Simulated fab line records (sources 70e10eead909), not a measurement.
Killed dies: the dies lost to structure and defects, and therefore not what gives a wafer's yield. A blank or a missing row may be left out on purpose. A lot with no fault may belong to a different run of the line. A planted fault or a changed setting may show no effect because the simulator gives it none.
Which tool did it? || flow nandHarc || 72 wafers from 24 lots sampled at 5 of the route's 1302 steps

## WHAT THE GAUGES SHOWED, per wafer
NHARC_A_DECK1_JOINT_THK_MEAS_14: measures by ellipsometry.
{"lot": "L074", "measured": "day 11 07:11", "on": "filmMetro-02", "thkNm (nm)": "51.9 50.0 53.1"}
{"lot": "L075", "measured": "day 11 07:11", "on": "filmMetro-01", "thkNm (nm)": "50.4 51.9 48.3"}
{"lot": "L076", "measured": "day 12 11:57", "on": "filmMetro-01", "thkNm (nm)": "51.5 49.7 50.5"}
{"lot": "L077", "measured": "day 12 11:57", "on": "filmMetro-01", "thkNm (nm)": "49.9 49.3 50.4"}
{"lot": "L078", "measured": "day 13 00:13", "on": "filmMetro-01", "thkNm (nm)": "52.2 50.7 50.2"}
{"lot": "L079", "measured": "day 13 00:13", "on": "filmMetro-01", "thkNm (nm)": "49.9 49.0 51.0"}
{"lot": "L080", "measured": "day 13 15:32", "on": "filmMetro-02", "thkNm (nm)": "51.3 50.7 51.5"}
{"lot": "L082", "measured": "day 14 11:39", "on": "filmMetro-01", "thkNm (nm)": "51.9 49.9 54.5"}
{"lot": "L081", "measured": "day 14 11:39", "on": "filmMetro-02", "thkNm (nm)": "49.7 52.4 53.6"}
{"lot": "L083", "measured": "day 14 22:47", "on": "filmMetro-02", "thkNm (nm)": "50.5 50.2 52.3"}
{"lot": "L084", "measured": "day 15 02:58", "on": "filmMetro-02", "thkNm (nm)": "50.0 48.6 52.7"}
{"lot": "L085", "measured": "day 16 02:15", "on": "filmMetro-02", "thkNm (nm)": "48.9 49.9 51.9"}
{"lot": "L086", "measured": "day 16 08:02", "on": "filmMetro-02", "thkNm (nm)": "49.4 50.7 49.8"}
{"lot": "L087", "measured": "day 17 01:53", "on": "filmMetro-01", "thkNm (nm)": "50.9 51.9 51.2"}
{"lot": "L088", "measured": "day 17 09:21", "on": "filmMetro-02", "thkNm (nm)": "51.5 52.3 52.4"}
{"lot": "L089", "measured": "day 17 09:21", "on": "filmMetro-01", "thkNm (nm)": "51.7 49.7 49.2"}
{"lot": "L090", "measured": "day 18 09:10", "on": "filmMetro-01", "thkNm (nm)": "48.3 50.3 50.8"}
{"lot": "L091", "measured": "day 18 09:10", "on": "filmMetro-02", "thkNm (nm)": "50.8 52.8 49.8"}
{"lot": "L092", "measured": "day 18 16:30", "on": "filmMetro-02", "thkNm (nm)": "51.9 50.0 50.0"}
{"lot": "L094", "measured": "day 19 11:28", "on": "filmMetro-01", "thkNm (nm)": "49.4 50.6 50.3"}
{"lot": "L093", "measured": "day 19 11:28", "on": "filmMetro-02", "thkNm (nm)": "54.1 52.0 51.1"}
{"lot": "L095", "measured": "day 20 06:52", "on": "filmMetro-01", "thkNm (nm)": "52.1 53.7 50.0"}
{"lot": "L096", "measured": "day 20 09:56", "on": "filmMetro-01", "thkNm (nm)": "52.1 50.0 49.8"}
{"lot": "L097", "measured": "day 21 06:03", "on": "filmMetro-02", "thkNm (nm)": "50.6 53.1 50.9"}

NHARC_A_CHANNEL_FILL_D2_INSPECT_13.
{"lot": "L074", "measured": "day 15 10:01", "on": "defectInspect-01", "rawDefectCount": "472 482 374"}
{"lot": "L075", "measured": "day 15 18:39", "on": "defectInspect-02", "rawDefectCount": "364 387 389"}
{"lot": "L076", "measured": "day 16 19:00", "on": "defectInspect-02", "rawDefectCount": "479 517 651"}
{"lot": "L077", "measured": "day 16 18:50", "on": "defectInspect-01", "rawDefectCount": "269 222 293"}
{"lot": "L078", "measured": "day 17 05:09", "on": "defectInspect-01", "rawDefectCount": "253 221 293"}
{"lot": "L079", "measured": "day 17 05:13", "on": "defectInspect-02", "rawDefectCount": "385 398 464"}
{"lot": "L080", "measured": "day 17 19:47", "on": "defectInspect-01", "rawDefectCount": "222 395 312"}
{"lot": "L082", "measured": "day 18 07:58", "on": "defectInspect-02", "rawDefectCount": "462 340 520"}
{"lot": "L081", "measured": "day 18 19:17", "on": "defectInspect-01", "rawDefectCount": "251 261 284"}
{"lot": "L083", "measured": "day 19 07:18", "on": "defectInspect-01", "rawDefectCount": "402 325 302"}
{"lot": "L084", "measured": "day 19 14:19", "on": "defectInspect-02", "rawDefectCount": "355 230 249"}
{"lot": "L085", "measured": "day 20 05:02", "on": "defectInspect-01", "rawDefectCount": "372 430 400"}
{"lot": "L086", "measured": "day 20 09:59", "on": "defectInspect-01", "rawDefectCount": "327 435 311"}
{"lot": "L087", "measured": "day 21 06:43", "on": "defectInspect-01", "rawDefectCount": "231 220 233"}
{"lot": "L088", "measured": "day 21 17:43", "on": "defectInspect-02", "rawDefectCount": "475 285 561"}
{"lot": "L089", "measured": "day 21 17:32", "on": "defectInspect-02", "rawDefectCount": "336 343 499"}
{"lot": "L090", "measured": "day 22 11:03", "on": "defectInspect-01", "rawDefectCount": "439 391 369"}
{"lot": "L091", "measured": "day 22 20:57", "on": "defectInspect-02", "rawDefectCount": "228 374 203"}
{"lot": "L092", "measured": "day 22 20:56", "on": "defectInspect-02", "rawDefectCount": "258 234 394"}
{"lot": "L094", "measured": "day 23 16:53", "on": "defectInspect-02", "rawDefectCount": "443 253 389"}
{"lot": "L093", "measured": "day 23 16:58", "on": "defectInspect-01", "rawDefectCount": "349 260 280"}
{"lot": "L095", "measured": "day 24 15:52", "on": "defectInspect-01", "rawDefectCount": "218 308 213"}
{"lot": "L096", "measured": "day 24 12:07", "on": "defectInspect-02", "rawDefectCount": "508 369 252"}
{"lot": "L097", "measured": "day 25 11:53", "on": "defectInspect-01", "rawDefectCount": "351 198 256"}

## WHICH TOOL RAN EACH LOT (tool, then ch and the chambers of the sampled wafers, then the start)
{"lot": "L074", "NHARC_A_CHANNEL_HOLE_D1_ETCH_25": "harEtch-02 ch 1, day 8 15:43", "NHARC_A_CHANNEL_HOLE_D2_ETCH_20": "harEtch-01 ch 0,1, day 13 04:40", "NHARC_A_CHANNEL_FILL_D2_ALD_02": "aldHk-04 ch 0,1,2, day 13 10:27"}
{"lot": "L075", "NHARC_A_CHANNEL_HOLE_D1_ETCH_25": "harEtch-02 ch 0,1, day 8 20:57", "NHARC_A_CHANNEL_HOLE_D2_ETCH_20": "harEtch-02 ch 1, day 13 05:53", "NHARC_A_CHANNEL_FILL_D2_ALD_02": "aldHk-04 ch 0,2,3, day 13 16:32"}
{"lot": "L076", "NHARC_A_CHANNEL_HOLE_D1_ETCH_25": "harEtch-02 ch 0,1, day 9 22:08", "NHARC_A_CHANNEL_HOLE_D2_ETCH_20": "harEtch-02 ch 0,1, day 14 12:11", "NHARC_A_CHANNEL_FILL_D2_ALD_02": "aldHk-02 ch 1,2,3, day 14 18:04"}
{"lot": "L077", "NHARC_A_CHANNEL_HOLE_D1_ETCH_25": "harEtch-01 ch 0,1, day 10 00:24", "NHARC_A_CHANNEL_HOLE_D2_ETCH_20": "harEtch-01 ch 0,1, day 14 13:13", "NHARC_A_CHANNEL_FILL_D2_ALD_02": "aldHk-02 ch 0,1, day 14 19:05"}
{"lot": "L078", "NHARC_A_CHANNEL_HOLE_D1_ETCH_25": "harEtch-01 ch 0,1, day 10 10:51", "NHARC_A_CHANNEL_HOLE_D2_ETCH_20": "harEtch-01 ch 0,1, day 14 21:29", "NHARC_A_CHANNEL_FILL_D2_ALD_02": "aldHk-04 ch 1,2, day 15 03:27"}
{"lot": "L079", "NHARC_A_CHANNEL_HOLE_D1_ETCH_25": "harEtch-02 ch 0,1, day 10 11:16", "NHARC_A_CHANNEL_HOLE_D2_ETCH_20": "harEtch-02 ch 0,1, day 14 20:28", "NHARC_A_CHANNEL_FILL_D2_ALD_02": "aldHk-04 ch 1,2,3, day 15 02:16"}
{"lot": "L080", "NHARC_A_CHANNEL_HOLE_D1_ETCH_25": "harEtch-01 ch 0,1, day 11 01:14", "NHARC_A_CHANNEL_HOLE_D2_ETCH_20": "harEtch-02 ch 0,1, day 15 13:25", "NHARC_A_CHANNEL_FILL_D2_ALD_02": "aldHk-04 ch 0,1, day 15 19:13"}
{"lot": "L082", "NHARC_A_CHANNEL_HOLE_D1_ETCH_25": "harEtch-02 ch 0,1, day 11 21:28", "NHARC_A_CHANNEL_HOLE_D2_ETCH_20": "harEtch-02 ch 0,1, day 16 03:13", "NHARC_A_CHANNEL_FILL_D2_ALD_02": "aldHk-02 ch 1,2,3, day 16 09:02"}
{"lot": "L081", "NHARC_A_CHANNEL_HOLE_D1_ETCH_25": "harEtch-01 ch 0,1, day 11 21:58", "NHARC_A_CHANNEL_HOLE_D2_ETCH_20": "harEtch-01 ch 0,1, day 16 07:35", "NHARC_A_CHANNEL_FILL_D2_ALD_02": "aldHk-04 ch 1,2, day 16 13:29"}
{"lot": "L083", "NHARC_A_CHANNEL_HOLE_D1_ETCH_25": "harEtch-02 ch 0,1, day 12 09:31", "NHARC_A_CHANNEL_HOLE_D2_ETCH_20": "harEtch-01 ch 0,1, day 17 01:16", "NHARC_A_CHANNEL_FILL_D2_ALD_02": "aldHk-01 ch 1,2,3, day 17 07:06"}
{"lot": "L084", "NHARC_A_CHANNEL_HOLE_D1_ETCH_25": "harEtch-01 ch 0,1, day 12 09:37", "NHARC_A_CHANNEL_HOLE_D2_ETCH_20": "harEtch-01 ch 0,1, day 17 05:27", "NHARC_A_CHANNEL_FILL_D2_ALD_02": "aldHk-04 ch 0,2, day 17 11:14"}
{"lot": "L085", "NHARC_A_CHANNEL_HOLE_D1_ETCH_25": "harEtch-01 ch 0,1, day 13 11:32", "NHARC_A_CHANNEL_HOLE_D2_ETCH_20": "harEtch-01 ch 0,1, day 17 21:45", "NHARC_A_CHANNEL_FILL_D2_ALD_02": "aldHk-02 ch 0,1, day 18 03:31"}
{"lot": "L086", "NHARC_A_CHANNEL_HOLE_D1_ETCH_25": "harEtch-01 ch 0,1, day 13 15:58", "NHARC_A_CHANNEL_HOLE_D2_ETCH_20": "harEtch-02 ch 0,1, day 18 00:41", "NHARC_A_CHANNEL_FILL_D2_ALD_02": "aldHk-02 ch 0,1, day 18 06:58"}
{"lot": "L087", "NHARC_A_CHANNEL_HOLE_D1_ETCH_25": "harEtch-01 ch 0,1, day 14 08:58", "NHARC_A_CHANNEL_HOLE_D2_ETCH_20": "harEtch-02 ch 0,1, day 18 23:01", "NHARC_A_CHANNEL_FILL_D2_ALD_02": "aldHk-02 ch 0,3, day 19 05:58"}
{"lot": "L088", "NHARC_A_CHANNEL_HOLE_D1_ETCH_25": "harEtch-02 ch 0,1, day 14 19:05", "NHARC_A_CHANNEL_HOLE_D2_ETCH_20": "harEtch-01 ch 0,1, day 19 10:17", "NHARC_A_CHANNEL_FILL_D2_ALD_02": "aldHk-04 ch 0,2,3, day 19 16:05"}
{"lot": "L089", "NHARC_A_CHANNEL_HOLE_D1_ETCH_25": "harEtch-01 ch 0,1, day 14 20:04", "NHARC_A_CHANNEL_HOLE_D2_ETCH_20": "harEtch-02 ch 0,1, day 19 11:08", "NHARC_A_CHANNEL_FILL_D2_ALD_02": "aldHk-02 ch 0,1,3, day 19 16:54"}
{"lot": "L090", "NHARC_A_CHANNEL_HOLE_D1_ETCH_25": "harEtch-02 ch 0,1, day 15 11:56", "NHARC_A_CHANNEL_HOLE_D2_ETCH_20": "harEtch-01 ch 0,1, day 20 05:02", "NHARC_A_CHANNEL_FILL_D2_ALD_02": "aldHk-01 ch 0,3, day 20 11:20"}
{"lot": "L091", "NHARC_A_CHANNEL_HOLE_D1_ETCH_25": "harEtch-01 ch 0,1, day 15 13:49", "NHARC_A_CHANNEL_HOLE_D2_ETCH_20": "harEtch-02 ch 0,1, day 20 08:25", "NHARC_A_CHANNEL_FILL_D2_ALD_02": "aldHk-02 ch 1,2, day 20 14:10"}
{"lot": "L092", "NHARC_A_CHANNEL_HOLE_D1_ETCH_25": "harEtch-01 ch 0,1, day 15 22:17", "NHARC_A_CHANNEL_HOLE_D2_ETCH_20": "harEtch-01 ch 1, day 20 09:10", "NHARC_A_CHANNEL_FILL_D2_ALD_02": "aldHk-01 ch 0,2,3, day 20 15:07"}
{"lot": "L094", "NHARC_A_CHANNEL_HOLE_D1_ETCH_25": "harEtch-01 ch 0,1, day 16 19:56", "NHARC_A_CHANNEL_HOLE_D2_ETCH_20": "harEtch-02 ch 0,1, day 21 07:19", "NHARC_A_CHANNEL_FILL_D2_ALD_02": "aldHk-02 ch 2,3, day 21 13:02"}
{"lot": "L093", "NHARC_A_CHANNEL_HOLE_D1_ETCH_25": "harEtch-01 ch 0,1, day 17 00:16", "NHARC_A_CHANNEL_HOLE_D2_ETCH_20": "harEtch-01 ch 0,1, day 21 08:17", "NHARC_A_CHANNEL_FILL_D2_ALD_02": "aldHk-01 ch 0,1,2, day 21 14:14"}
{"lot": "L095", "NHARC_A_CHANNEL_HOLE_D1_ETCH_25": "harEtch-01 ch 0,1, day 17 16:10", "NHARC_A_CHANNEL_HOLE_D2_ETCH_20": "harEtch-02 ch 0,1, day 22 00:27", "NHARC_A_CHANNEL_FILL_D2_ALD_02": "aldHk-02 ch 0,3, day 22 06:15"}
{"lot": "L096", "NHARC_A_CHANNEL_HOLE_D1_ETCH_25": "harEtch-02 ch 0,1, day 17 20:36", "NHARC_A_CHANNEL_HOLE_D2_ETCH_20": "harEtch-01 ch 0,1, day 22 00:51", "NHARC_A_CHANNEL_FILL_D2_ALD_02": "aldHk-04 ch 0,1,2, day 22 06:41"}
{"lot": "L097", "NHARC_A_CHANNEL_HOLE_D1_ETCH_25": "harEtch-01 ch 0,1, day 18 16:25", "NHARC_A_CHANNEL_HOLE_D2_ETCH_20": "harEtch-02 ch 0,1, day 23 05:35", "NHARC_A_CHANNEL_FILL_D2_ALD_02": "aldHk-02 ch 0,2, day 23 11:23"}
- NHARC_A_CHANNEL_HOLE_D1_ETCH_25: etches the open film in C4F8/O2/Ar, time 1040.2 s, target depth 1500 nm.
- NHARC_A_CHANNEL_HOLE_D2_ETCH_20: etches the open film in C4F8/O2/Ar, time 361.9 s, target depth 1600 nm.
- NHARC_A_CHANNEL_FILL_D2_ALD_02: deposits SiO2, target thk 6 nm, pulse time 10 s, ald cycles 60.

## AS READ BY THE TOOLS THEMSELVES (means over the sampled wafers that have a number; for cases with no such wafer, the mark the record gives instead)
NHARC_A_CHANNEL_HOLE_D1_ETCH_25.
{"lot": "L074", "tool": "harEtch-02", "drypumpMotorCurrentA (A)": 5.66, "o2FlowSccm (sccm)": 31.22, "showerheadPlenumPTorr (Torr)": 3.68, "throttleValvePct (%)": 32.240}
{"lot": "L075", "tool": "harEtch-02", "drypumpMotorCurrentA (A)": 5.73, "o2FlowSccm (sccm)": 31.19, "showerheadPlenumPTorr (Torr)": 3.59, "throttleValvePct (%)": 32.231}
{"lot": "L076", "tool": "harEtch-02", "drypumpMotorCurrentA (A)": 5.71, "o2FlowSccm (sccm)": 31.24, "showerheadPlenumPTorr (Torr)": 3.58, "throttleValvePct (%)": 32.238}
{"lot": "L077", "tool": "harEtch-01", "drypumpMotorCurrentA (A)": 6.03, "o2FlowSccm (sccm)": 31.18, "showerheadPlenumPTorr (Torr)": 3.59, "throttleValvePct (%)": 32.230}
{"lot": "L078", "tool": "harEtch-01", "drypumpMotorCurrentA (A)": 6.03, "o2FlowSccm (sccm)": 31.24, "showerheadPlenumPTorr (Torr)": 3.66, "throttleValvePct (%)": 32.238}
{"lot": "L079", "tool": "harEtch-02", "drypumpMotorCurrentA (A)": 5.82, "o2FlowSccm (sccm)": 31.13, "showerheadPlenumPTorr (Torr)": 3.50, "throttleValvePct (%)": 32.232}
{"lot": "L080", "tool": "harEtch-01", "drypumpMotorCurrentA (A)": 6.02, "o2FlowSccm (sccm)": 31.12, "showerheadPlenumPTorr (Torr)": 3.65, "throttleValvePct (%)": 32.225}
{"lot": "L082", "tool": "harEtch-02", "drypumpMotorCurrentA (A)": 5.80, "o2FlowSccm (sccm)": 31.11, "showerheadPlenumPTorr (Torr)": 3.49, "throttleValvePct (%)": 32.236}
{"lot": "L081", "tool": "harEtch-01", "drypumpMotorCurrentA (A)": 6.03, "o2FlowSccm (sccm)": 31.10, "showerheadPlenumPTorr (Torr)": 3.58, "throttleValvePct (%)": 32.240}
{"lot": "L083", "tool": "harEtch-02", "drypumpMotorCurrentA (A)": 5.74, "o2FlowSccm (sccm)": 31.10, "showerheadPlenumPTorr (Torr)": 3.56, "throttleValvePct (%)": 32.237}
{"lot": "L084", "tool": "harEtch-01", "drypumpMotorCurrentA (A)": 6.06, "o2FlowSccm (sccm)": 31.22, "showerheadPlenumPTorr (Torr)": 3.58, "throttleValvePct (%)": 32.242}
{"lot": "L085", "tool": "harEtch-01", "drypumpMotorCurrentA (A)": 6.05, "o2FlowSccm (sccm)": 31.19, "showerheadPlenumPTorr (Torr)": 3.57, "throttleValvePct (%)": 32.223}
{"lot": "L086", "tool": "harEtch-01", "drypumpMotorCurrentA (A)": 6.01, "o2FlowSccm (sccm)": 31.24, "showerheadPlenumPTorr (Torr)": 3.63, "throttleValvePct (%)": 32.239}
{"lot": "L087", "tool": "harEtch-01", "drypumpMotorCurrentA (A)": 6.04, "o2FlowSccm (sccm)": 31.28, "showerheadPlenumPTorr (Torr)": 3.56, "throttleValvePct (%)": 32.235}
{"lot": "L088", "tool": "harEtch-02", "drypumpMotorCurrentA (A)": 5.73, "o2FlowSccm (sccm)": 31.12, "showerheadPlenumPTorr (Torr)": 3.73, "throttleValvePct (%)": 32.250}
{"lot": "L089", "tool": "harEtch-01", "drypumpMotorCurrentA (A)": 6.04, "o2FlowSccm (sccm)": 31.20, "showerheadPlenumPTorr (Torr)": 3.62, "throttleValvePct (%)": 32.234}
{"lot": "L090", "tool": "harEtch-02", "drypumpMotorCurrentA (A)": 5.72, "o2FlowSccm (sccm)": 31.27, "showerheadPlenumPTorr (Torr)": 3.73, "throttleValvePct (%)": 32.236}
{"lot": "L091", "tool": "harEtch-01", "drypumpMotorCurrentA (A)": 6.05, "o2FlowSccm (sccm)": 31.20, "showerheadPlenumPTorr (Torr)": 3.55, "throttleValvePct (%)": 32.242}
{"lot": "L092", "tool": "harEtch-01", "drypumpMotorCurrentA (A)": 6.04, "o2FlowSccm (sccm)": 31.18, "showerheadPlenumPTorr (Torr)": 3.55, "throttleValvePct (%)": 32.240}
{"lot": "L094", "tool": "harEtch-01", "drypumpMotorCurrentA (A)": 5.99, "o2FlowSccm (sccm)": 31.20, "showerheadPlenumPTorr (Torr)": 3.61, "throttleValvePct (%)": 32.241}
{"lot": "L093", "tool": "harEtch-01", "drypumpMotorCurrentA (A)": 6.02, "o2FlowSccm (sccm)": 31.25, "showerheadPlenumPTorr (Torr)": 3.61, "throttleValvePct (%)": 32.246}
{"lot": "L095", "tool": "harEtch-01", "drypumpMotorCurrentA (A)": 6.04, "o2FlowSccm (sccm)": 31.11, "showerheadPlenumPTorr (Torr)": 3.53, "throttleValvePct (%)": 32.236}
{"lot": "L096", "tool": "harEtch-02", "drypumpMotorCurrentA (A)": 5.74, "o2FlowSccm (sccm)": 31.28, "showerheadPlenumPTorr (Torr)": 3.71, "throttleValvePct (%)": 32.232}
{"lot": "L097", "tool": "harEtch-01", "drypumpMotorCurrentA (A)": 6.04, "o2FlowSccm (sccm)": 31.24, "showerheadPlenumPTorr (Torr)": 3.59, "throttleValvePct (%)": 32.243}

NHARC_A_CHANNEL_HOLE_D2_ETCH_20.
{"lot": "L074", "tool": "harEtch-01", "drypumpMotorCurrentA (A)": 6.02, "o2FlowSccm (sccm)": 35.67, "showerheadPlenumPTorr (Torr)": 3.64, "throttleValvePct (%)": 32.149}
{"lot": "L075", "tool": "harEtch-02", "drypumpMotorCurrentA (A)": 5.64, "o2FlowSccm (sccm)": 35.78, "showerheadPlenumPTorr (Torr)": 3.65, "throttleValvePct (%)": 32.148}
{"lot": "L076", "tool": "harEtch-02", "drypumpMotorCurrentA (A)": 5.70, "o2FlowSccm (sccm)": 35.75, "showerheadPlenumPTorr (Torr)": 3.74, "throttleValvePct (%)": 32.151}
{"lot": "L077", "tool": "harEtch-01", "drypumpMotorCurrentA (A)": 6.01, "o2FlowSccm (sccm)": 35.69, "showerheadPlenumPTorr (Torr)": 3.63, "throttleValvePct (%)": 32.151}
{"lot": "L078", "tool": "harEtch-01", "drypumpMotorCurrentA (A)": 6.03, "o2FlowSccm (sccm)": 35.63, "showerheadPlenumPTorr (Torr)": 3.56, "throttleValvePct (%)": 32.156}
{"lot": "L079", "tool": "harEtch-02", "drypumpMotorCurrentA (A)": 5.71, "o2FlowSccm (sccm)": 35.63, "showerheadPlenumPTorr (Torr)": 3.74, "throttleValvePct (%)": 32.158}
{"lot": "L080", "tool": "harEtch-02", "drypumpMotorCurrentA (A)": 5.72, "o2FlowSccm (sccm)": 35.60, "showerheadPlenumPTorr (Torr)": 3.73, "throttleValvePct (%)": 32.154}
{"lot": "L082", "tool": "harEtch-02", "drypumpMotorCurrentA (A)": 5.79, "o2FlowSccm (sccm)": 35.82, "showerheadPlenumPTorr (Torr)": 3.82, "throttleValvePct (%)": 32.155}
{"lot": "L081", "tool": "harEtch-01", "drypumpMotorCurrentA (A)": 6.04, "o2FlowSccm (sccm)": 35.79, "showerheadPlenumPTorr (Torr)": 3.55, "throttleValvePct (%)": 32.159}
{"lot": "L083", "tool": "harEtch-01", "drypumpMotorCurrentA (A)": 6.05, "o2FlowSccm (sccm)": 35.74, "showerheadPlenumPTorr (Torr)": 3.55, "throttleValvePct (%)": 32.162}
{"lot": "L084", "tool": "harEtch-01", "drypumpMotorCurrentA (A)": 6.01, "o2FlowSccm (sccm)": 35.81, "showerheadPlenumPTorr (Torr)": 3.61, "throttleValvePct (%)": 32.156}
{"lot": "L085", "tool": "harEtch-01", "drypumpMotorCurrentA (A)": 6.05, "o2FlowSccm (sccm)": 35.78, "showerheadPlenumPTorr (Torr)": 3.54, "throttleValvePct (%)": 32.157}
{"lot": "L086", "tool": "harEtch-02", "drypumpMotorCurrentA (A)": 5.79, "o2FlowSccm (sccm)": 35.69, "showerheadPlenumPTorr (Torr)": 3.81, "throttleValvePct (%)": 32.158}
{"lot": "L087", "tool": "harEtch-02", "drypumpMotorCurrentA (A)": 5.80, "o2FlowSccm (sccm)": 35.71, "showerheadPlenumPTorr (Torr)": 3.80, "throttleValvePct (%)": 32.169}
{"lot": "L088", "tool": "harEtch-01", "drypumpMotorCurrentA (A)": 6.04, "o2FlowSccm (sccm)": 35.71, "showerheadPlenumPTorr (Torr)": 3.53, "throttleValvePct (%)": 32.151}
{"lot": "L089", "tool": "harEtch-02", "drypumpMotorCurrentA (A)": 5.78, "o2FlowSccm (sccm)": 35.59, "showerheadPlenumPTorr (Torr)": 3.80, "throttleValvePct (%)": 32.165}
{"lot": "L090", "tool": "harEtch-01", "drypumpMotorCurrentA (A)": 6.04, "o2FlowSccm (sccm)": 35.69, "showerheadPlenumPTorr (Torr)": 3.52, "throttleValvePct (%)": 32.150}
{"lot": "L091", "tool": "harEtch-02", "drypumpMotorCurrentA (A)": 5.71, "o2FlowSccm (sccm)": 35.76, "showerheadPlenumPTorr (Torr)": 3.70, "throttleValvePct (%)": 32.150}
{"lot": "L092", "tool": "harEtch-01", "drypumpMotorCurrentA (A)": 6.07, "o2FlowSccm (sccm)": 35.73, "showerheadPlenumPTorr (Torr)": 3.46, "throttleValvePct (%)": 32.156}
{"lot": "L094", "tool": "harEtch-02", "drypumpMotorCurrentA (A)": 5.72, "o2FlowSccm (sccm)": 35.72, "showerheadPlenumPTorr (Torr)": 3.69, "throttleValvePct (%)": 32.159}
{"lot": "L093", "tool": "harEtch-01", "drypumpMotorCurrentA (A)": 6.03, "o2FlowSccm (sccm)": 35.69, "showerheadPlenumPTorr (Torr)": 3.51, "throttleValvePct (%)": 32.159}
{"lot": "L095", "tool": "harEtch-02", "drypumpMotorCurrentA (A)": 5.76, "o2FlowSccm (sccm)": 35.76, "showerheadPlenumPTorr (Torr)": 3.78, "throttleValvePct (%)": 32.160}
{"lot": "L096", "tool": "harEtch-01", "drypumpMotorCurrentA (A)": 6.04, "o2FlowSccm (sccm)": 35.77, "showerheadPlenumPTorr (Torr)": 3.51, "throttleValvePct (%)": 32.161}
{"lot": "L097", "tool": "harEtch-02", "drypumpMotorCurrentA (A)": 5.70, "o2FlowSccm (sccm)": 35.74, "showerheadPlenumPTorr (Torr)": 3.68, "throttleValvePct (%)": 32.151}

NHARC_A_CHANNEL_FILL_D2_ALD_02.
{"lot": "L074", "tool": "aldHk-04", "heaterPowerW (W)": 453, "precursorPulseHeightRel": 1.011}
{"lot": "L075", "tool": "aldHk-04", "heaterPowerW (W)": 459, "precursorPulseHeightRel": 1.009}
{"lot": "L076", "tool": "aldHk-02", "heaterPowerW (W)": 471, "precursorPulseHeightRel": 0.996}
{"lot": "L077", "tool": "aldHk-02", "heaterPowerW (W)": 472, "precursorPulseHeightRel": 1.019}
{"lot": "L078", "tool": "aldHk-04", "heaterPowerW (W)": 418, "precursorPulseHeightRel": 0.994}
{"lot": "L079", "tool": "aldHk-04", "heaterPowerW (W)": 438, "precursorPulseHeightRel": 0.984}
{"lot": "L080", "tool": "aldHk-04", "heaterPowerW (W)": 445, "precursorPulseHeightRel": 1.010}
{"lot": "L082", "tool": "aldHk-02", "heaterPowerW (W)": 481, "precursorPulseHeightRel": 0.980}
{"lot": "L081", "tool": "aldHk-04", "heaterPowerW (W)": 424, "precursorPulseHeightRel": 0.997}
{"lot": "L083", "tool": "aldHk-01", "heaterPowerW (W)": 491, "precursorPulseHeightRel": 0.977}
{"lot": "L084", "tool": "aldHk-04", "heaterPowerW (W)": 490, "precursorPulseHeightRel": 0.990}
{"lot": "L085", "tool": "aldHk-02", "heaterPowerW (W)": 473, "precursorPulseHeightRel": 0.977}
{"lot": "L086", "tool": "aldHk-02", "heaterPowerW (W)": 482, "precursorPulseHeightRel": 0.989}
{"lot": "L087", "tool": "aldHk-02", "heaterPowerW (W)": 459, "precursorPulseHeightRel": 1.016}
{"lot": "L088", "tool": "aldHk-04", "heaterPowerW (W)": 472, "precursorPulseHeightRel": 1.000}
{"lot": "L089", "tool": "aldHk-02", "heaterPowerW (W)": 469, "precursorPulseHeightRel": 0.979}
{"lot": "L090", "tool": "aldHk-01", "heaterPowerW (W)": 452, "precursorPulseHeightRel": 0.982}
{"lot": "L091", "tool": "aldHk-02", "heaterPowerW (W)": 479, "precursorPulseHeightRel": 0.976}
{"lot": "L092", "tool": "aldHk-01", "heaterPowerW (W)": 457, "precursorPulseHeightRel": 0.988}
{"lot": "L094", "tool": "aldHk-02", "heaterPowerW (W)": 479, "precursorPulseHeightRel": 0.994}
{"lot": "L093", "tool": "aldHk-01", "heaterPowerW (W)": 486, "precursorPulseHeightRel": 1.001}
{"lot": "L095", "tool": "aldHk-02", "heaterPowerW (W)": 479, "precursorPulseHeightRel": 0.987}
{"lot": "L096", "tool": "aldHk-04", "heaterPowerW (W)": 462, "precursorPulseHeightRel": 0.993}
{"lot": "L097", "tool": "aldHk-02", "heaterPowerW (W)": 504, "precursorPulseHeightRel": 1.000}

## THE ANSWER, worked out from the rows above alone
Rule: the lots themselves supply what counts as usual. The widest of any qualifying gaps counts: lots, ordered by their means at a reading, are off when they make up no more than a third of the lots, leave a main group of 4 or more, and stand apart from it by 3 or more times the standard deviation of that group's means. If all means in a main group match to the digits the tables above print for the reading, that group is not used. Also off: a lot with no number at a reading for which 4 or more lots have one. Any other lot the step has rows for is counted as sound. The gauges are gone through in route order, then the tools' own readings, and for those a lot's mean is taken as printed above. At the first step where some lot is off, the reading lying furthest off is the one used; lots without a number count as furthest.
None of the lots is off at any reading shown; this tells nothing.

## WHAT THE SIMULATOR PUT IN
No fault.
